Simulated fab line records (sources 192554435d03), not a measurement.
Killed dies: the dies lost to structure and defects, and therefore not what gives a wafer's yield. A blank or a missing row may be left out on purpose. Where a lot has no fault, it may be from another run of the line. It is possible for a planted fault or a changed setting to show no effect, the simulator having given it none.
Matching of chambers || flow n5_finfet || N5_BEOL_M1_ETCH_74 on rie_diel-05 has 4 sister chambers
The step etches underlayer in N2/H2, target depth 6.5 nm, time 5.2 s. 14 wafers are shown with their chamber, then 7 later ones without.

WAFERS, EACH WITH ITS CHAMBER
{"wafer": "L564.2", "chamber": 2, "throttle_valve_pct (%)": 17.89, "oes_product_au (a.u.)": 0.61, "etch_rf_on_time_s (s)": 5.28}
{"wafer": "L564.5", "chamber": 3, "throttle_valve_pct (%)": 17.84, "oes_product_au (a.u.)": 0.67, "etch_rf_on_time_s (s)": 5.15}
{"wafer": "L564.6", "chamber": 2, "throttle_valve_pct (%)": 17.87, "oes_product_au (a.u.)": 0.62, "etch_rf_on_time_s (s)": 5.27}
{"wafer": "L566.2", "chamber": 0, "throttle_valve_pct (%)": 17.58, "oes_product_au (a.u.)": 0.78, "etch_rf_on_time_s (s)": 5.06}
{"wafer": "L566.4", "chamber": 2, "throttle_valve_pct (%)": 17.90, "oes_product_au (a.u.)": 0.61, "etch_rf_on_time_s (s)": 5.32}
{"wafer": "L566.6", "chamber": 3, "throttle_valve_pct (%)": 17.84, "oes_product_au (a.u.)": 0.66, "etch_rf_on_time_s (s)": 5.13}
{"wafer": "L568.1", "chamber": 2, "throttle_valve_pct (%)": 17.91, "oes_product_au (a.u.)": 0.61, "etch_rf_on_time_s (s)": 5.32}
{"wafer": "L568.3", "chamber": 3, "throttle_valve_pct (%)": 17.87, "oes_product_au (a.u.)": 0.67, "etch_rf_on_time_s (s)": 5.13}
{"wafer": "L568.6", "chamber": 2, "throttle_valve_pct (%)": 17.90, "oes_product_au (a.u.)": 0.61, "etch_rf_on_time_s (s)": 5.31}
{"wafer": "L573.1", "chamber": 3, "throttle_valve_pct (%)": 17.85, "oes_product_au (a.u.)": 0.66, "etch_rf_on_time_s (s)": 5.14}
{"wafer": "L573.2", "chamber": 2, "throttle_valve_pct (%)": 17.92, "oes_product_au (a.u.)": 0.60, "etch_rf_on_time_s (s)": 5.34}
{"wafer": "L573.4", "chamber": 1, "throttle_valve_pct (%)": 18.37, "oes_product_au (a.u.)": 0.57, "etch_rf_on_time_s (s)": 5.32}
{"wafer": "L577.2", "chamber": 2, "throttle_valve_pct (%)": 17.91, "oes_product_au (a.u.)": 0.61, "etch_rf_on_time_s (s)": 5.27}
{"wafer": "L577.5", "chamber": 2, "throttle_valve_pct (%)": 17.94, "oes_product_au (a.u.)": 0.59, "etch_rf_on_time_s (s)": 5.28}

SIGNATURES (averages over the wafers above)
{"reading": "throttle_valve_pct", "chamber 0": 17.5800, "chamber 1": 18.3700, "chamber 2": 17.9050, "chamber 3": 17.8500, "scatter within a chamber": 0.019}
{"reading": "oes_product_au", "chamber 0": 0.7800, "chamber 1": 0.5700, "chamber 2": 0.6075, "chamber 3": 0.6650, "scatter within a chamber": 0.00806}
{"reading": "etch_rf_on_time_s", "chamber 0": 5.0600, "chamber 1": 5.3200, "chamber 2": 5.2988, "chamber 3": 5.1375, "scatter within a chamber": 0.0232}
Rule: for a wafer and a chamber, the distance is found by dividing, reading by reading, the gap between the wafer's reading and the chamber's mean by the reading's scatter, squaring, summing and taking the root. The wafer belongs to the nearest chamber; if the next one is less than 2 further off, it can't be placed. The scatter is the square root of a quotient: the sum, over the shown wafers, of each reading's squared deviation from its chamber's mean, divided by wafers minus chambers.

WAFERS WHOSE CHAMBER IS MISSING
{"wafer": "L577.6", "throttle_valve_pct (%)": 17.96, "oes_product_au (a.u.)": 0.83, "etch_rf_on_time_s (s)": 5.14}
{"wafer": "L583.1", "throttle_valve_pct (%)": 17.61, "oes_product_au (a.u.)": 0.72, "etch_rf_on_time_s (s)": 5.05}
{"wafer": "L583.4", "throttle_valve_pct (%)": 17.95, "oes_product_au (a.u.)": 0.79, "etch_rf_on_time_s (s)": 5.20}
{"wafer": "L583.5", "throttle_valve_pct (%)": 17.87, "oes_product_au (a.u.)": 0.64, "etch_rf_on_time_s (s)": 5.20}
{"wafer": "L587.1", "throttle_valve_pct (%)": 17.98, "oes_product_au (a.u.)": 0.77, "etch_rf_on_time_s (s)": 5.12}
{"wafer": "L587.4", "throttle_valve_pct (%)": 17.92, "oes_product_au (a.u.)": 0.63, "etch_rf_on_time_s (s)": 5.17}
{"wafer": "L587.5", "throttle_valve_pct (%)": 17.97, "oes_product_au (a.u.)": 0.60, "etch_rf_on_time_s (s)": 5.29}

WHICH CHAMBER EACH WENT THROUGH
{"wafer": "L577.6", "from the rows above": "can't be placed: 0 or 3", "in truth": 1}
{"wafer": "L583.1", "from the rows above": 0, "in truth": 0}
{"wafer": "L583.4", "from the rows above": 3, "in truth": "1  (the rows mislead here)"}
{"wafer": "L583.5", "from the rows above": "can't be placed: 3 or 2", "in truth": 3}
{"wafer": "L587.1", "from the rows above": 3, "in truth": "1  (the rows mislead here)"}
{"wafer": "L587.4", "from the rows above": "can't be placed: 3 or 2", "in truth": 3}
{"wafer": "L587.5", "from the rows above": 2, "in truth": 2}
Placed correctly: 2 of 7. Can't be placed from these rows: 3 (the true chamber is among the candidates in 2). Number placed wrongly: 2.
